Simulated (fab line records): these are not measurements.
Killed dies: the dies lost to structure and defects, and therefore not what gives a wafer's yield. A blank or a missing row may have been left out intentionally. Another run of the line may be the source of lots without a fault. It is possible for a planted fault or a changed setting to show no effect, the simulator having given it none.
Chamber matching ; flow n5_finfet ; rie_diel-01 running N5_BEOL_M12_ETCH_67: 4 sister chambers
The step etches SiARC in CF4, target depth 143 nm, time 238.3 s. 20 wafers are shown with their chamber, then 10 later ones without.

WAFERS PAIRED WITH THEIR CHAMBERS
wafer;chamber;throttle_valve_pct (%);showerhead_plenum_p_Torr (Torr);etch_rf_on_time_s (s)
L075.3;0;15.87;2.16;229
L075.4;1;15.45;2.21;249
L075.6;3;15.32;2.26;234
L077.1;2;15.59;2.19;225
L077.3;3;15.33;2.26;234
L077.5;0;15.88;2.16;226
L080.1;2;15.61;2.19;229
L080.2;3;15.33;2.26;236
L080.6;3;15.34;2.26;237
L083.1;1;15.48;2.21;251
L083.2;0;15.89;2.15;231
L083.3;2;15.63;2.18;230
L083.4;0;15.91;2.15;230
L083.5;1;15.49;2.21;251
L083.6;2;15.63;2.18;231
L086.1;3;15.35;2.25;238
L086.2;1;15.49;2.20;254
L086.5;2;15.65;2.18;232
L090.1;0;15.94;2.15;229
L090.5;3;15.41;2.25;236

SIGNATURES (means of the wafers above)
reading;chamber 0;chamber 1;chamber 2;chamber 3;scatter within a chamber
throttle_valve_pct;15.8980;15.4775;15.6220;15.3467;0.0269
showerhead_plenum_p_Torr;2.1540;2.2075;2.1840;2.2567;0.00529
etch_rf_on_time_s;229.00;251.25;229.40;235.83;2.07
Rule: a wafer's distance from a chamber is the root of the sum, over the readings, of the square of ((its reading less the chamber's mean) divided by the reading's scatter). The wafer belongs to the nearest chamber; if the next one is less than 2 further off, it can't be placed. The scatter is the square root of a quotient: the sum, over the shown wafers, of each reading's squared deviation from its chamber's mean, divided by wafers minus chambers.

WAFERS WITH NO CHAMBER GIVEN
wafer;throttle_valve_pct (%);showerhead_plenum_p_Torr (Torr);etch_rf_on_time_s (s)
L090.6;15.93;2.15;229
L094.4;15.67;2.17;230
L094.5;15.65;2.18;230
L094.6;15.38;2.25;235
L095.1;15.38;2.25;234
L095.5;15.53;2.20;245
L095.6;15.38;2.25;234
L096.1;15.55;2.20;248
L096.2;15.40;2.24;235
L096.3;15.96;2.14;225

CHAMBER TAKEN BY EACH
wafer;from the rows above;in truth
L090.6;0;0
L094.4;2;2
L094.5;2;2
L094.6;3;3
L095.1;3;3
L095.5;1;1
L095.6;3;3
L096.1;1;1
L096.2;3;3
L096.3;0;0
10 of 10 placed correctly. Left unplaced by these rows: 0. 0 placed wrongly.
